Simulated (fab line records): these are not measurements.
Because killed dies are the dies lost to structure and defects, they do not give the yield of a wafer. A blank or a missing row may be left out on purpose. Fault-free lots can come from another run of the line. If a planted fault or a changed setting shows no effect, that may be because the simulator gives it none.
Matching of chambers    flow n5-finfet    N5_HKMG_FIN_ETCH_86 on rie-diel-02: 4 sister chambers
The step etches SOC in N2/H2, stops on TiN, target depth 393.2 nm. 8 wafers are shown with their chamber, then 10 later ones without.

== EACH WAFER AND ITS CHAMBER ==
wafer   chamber  drypump-motor-current-A (A)  showerhead-plenum-p-Torr (Torr)
L080.6  2        6.5                          2.45
L082.5  0        5.3                          2.71
L082.6  3        6.8                          2.70
L087.1  3        6.8                          2.70
L087.2  1        5.6                          2.50
L087.3  0        5.3                          2.70
L088.3  1        5.6                          2.50
L088.4  2        6.4                          2.45

== WAFERS WITH NO CHAMBER GIVEN ==
wafer   drypump-motor-current-A (A)  showerhead-plenum-p-Torr (Torr)
L088.5  5.3                          2.70
L094.1  6.8                          2.69
L094.4  6.5                          2.44
L094.6  5.3                          2.70
L095.1  5.6                          2.50
L095.4  6.8                          2.69
L095.6  6.6                          2.44
L097.3  5.6                          2.50
L097.4  6.8                          2.69
L097.6  6.8                          2.69

== CHAMBER TAKEN BY EACH ==
wafer   from the rows above  in truth
L088.5  0                    0
L094.1  3                    3
L094.4  2                    2
L094.6  0                    0
L095.1  1                    1
L095.4  3                    3
L095.6  2                    2
L097.3  1                    1
L097.4  3                    3
L097.6  3                    3
Correct placement for 10 of the 10. Not placeable from these rows: 0. Wrongly placed: 0.
How it was worked out, from the rows above alone: a wafer's distance from a chamber is the root of the sum, over the readings, of the square of ((its reading less the chamber's mean) divided by the reading's scatter). If the next closest chamber is less than 2 further off than the closest, the wafer can't be placed; otherwise it belongs to the closest. The mean given for a chamber averages the wafers shown for that chamber. The scatter: the root of (the sum of the squares of (reading less its chamber's mean) over the shown wafers, divided by (wafers less chambers)).
